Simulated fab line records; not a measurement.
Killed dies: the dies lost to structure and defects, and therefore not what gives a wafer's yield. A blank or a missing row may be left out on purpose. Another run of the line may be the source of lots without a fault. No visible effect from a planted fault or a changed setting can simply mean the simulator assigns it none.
A struck lot beside a sound one    flow n5_finfet    15 steps out of a route of 1938
Sound: wafers L327.2, L327.4, L327.5. The struck wafers were L332.2, L332.3, L332.5. The cause is named last.
Each step with rows lists, per side, the tool, then ch with its chambers, then its first start. Under that, the readings that differ: sound wafers    struck wafers    difference of the means    sigmas: that difference in standard deviations of wafers without a fault.
alike: readings whose means differ by less than 2 such deviations, and words and numbers that are the same on both sides. not compared: withheld readings, readings that some wafer has no value for, bounds like >300 that may hide the same value, and numbers for which the record gives no deviation and whose values overlap.
A row with sigmas, a row that says differs or no value, or rows on one side alone: a step with any of these is where the two part. Numbers that don't overlap but have no deviation are shown without sigmas and don't part them. Lack of a reading on every wafer of one side parts them only where that side has two or more wafers.

N5_BEOL_M1_ETCH_41: etches SiCN in CH3F/O2, target depth 31.9 nm, time 57.8 s.
  sound on rie_diel-02 ch 0,1; struck on rie_diel-05 ch 0,1,3
  alike: drypump_motor_current_A, mfc_ar_sccm, oes_product_au, rf_vpp_V, showerhead_plenum_p_Torr, throttle_valve_pct
  not compared: rf_hours_counter_h
N5_BEOL_M1_STRIP_97: strips in N2/H2, time 10 s.
  sound on rie_diel-02 ch 0,1; struck on rie_diel-05 ch 0,1,3
  alike: drypump_motor_current_A, oes_product_au, rf_vpp_V, showerhead_plenum_p_Torr, throttle_valve_pct
  not compared: rf_hours_counter_h
N5_BEOL_M1_OCD_MEAS_38:
  sound on ocd-01, day 6 13:23; struck on ocd-01, day 7 22:41
  alike: trench_depth_nm
then, 4 steps without rows for these wafers: N5_BEOL_M1_HM_STRIP_39 (strips TiN in peroxide tin strip, target depth 25 nm, time 158 s); N5_BEOL_M1_SRD_40 (time 30 s); N5_BEOL_M1_PRECLEAN_42 (cleans in residue remover, time 60 s); N5_BEOL_M1_SRD_43 (time 30 s).
N5_BEOL_M1_CD_MEAS_35: target cd 18 nm, target cd y 21 nm.
  sound on cd_sem-02, day 6 13:34; struck on cd_sem-02, day 7 22:50
  alike: cd_nm
then, 1 step without rows for these wafers: N5_BEOL_M1_DEGAS_44 (time 60 s).
N5_BEOL_M1_PRE_CLEAN_45: time 30 s.
  sound on pvd_sputter-01, day 6 13:46; struck on pvd_sputter-01, day 7 23:19
  alike: heater_power_w
N5_BEOL_M1_ALD_84: deposits TaN, pulse time 2 s, purge time 3 s, co reactant purge time 2 s.
  sound on ald_metal-03 ch 0,1,3, day 6 13:50; struck on ald_metal-03 ch 0,3, day 7 23:23
  alike: heater_power_w
following that, these wafers have no rows for 1 step: N5_BEOL_M1_SURFACE_TREAT_85.
N5_BEOL_M1_CVD_47: deposits Co from CCTBA/H2, target thk 3 nm, time 223.8 s.
  sound on cvd_co-01 ch 1,2, day 6 14:14; struck on cvd_co-01 ch 1,2, day 7 23:45
reading           sound              struck             difference  sigmas
run_length_s (s)  247.1 246.6 247.0  108.0 107.6 107.3  -139.3      -99 or more
N5_BEOL_M1_SPUTTER_48: material Cu, target thk 4.5 nm, time 8.29 s.
  sound on pvd_sputter-03, day 6 14:38; struck on pvd_sputter-01, day 7 23:55
  alike: substrate_temp_c, throttle_valve_pct
-- record jumps: 3 days separate the struck wafers' starts on either side; left off in module BEOL_M1, taken up again in module BEOL_M4, whose first shown step is the route's number 1111 --
N5_BEOL_M4_RC_MEAS_101:
  sound on prober-01 ch 0, day 9 18:02; struck on prober-02 ch 0, day 11 08:13
  alike: DIBL_N, DIBL_P, IOFF_N, IOFF_P, ION_N, ION_P, SS_N, SS_P, VT_N, VT_P

== WHERE THEY PART ==
At N5_BEOL_M1_CVD_47 and nowhere else, as far as this record goes. Later steps at which nothing parts them and some readings are alike: N5_BEOL_M1_SPUTTER_48, N5_BEOL_M4_RC_MEAS_101.

WHY: whatever the simulator had introduced
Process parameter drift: cvd_co-01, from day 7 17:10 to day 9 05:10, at N5_BEOL_M1_CVD_47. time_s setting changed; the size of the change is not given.
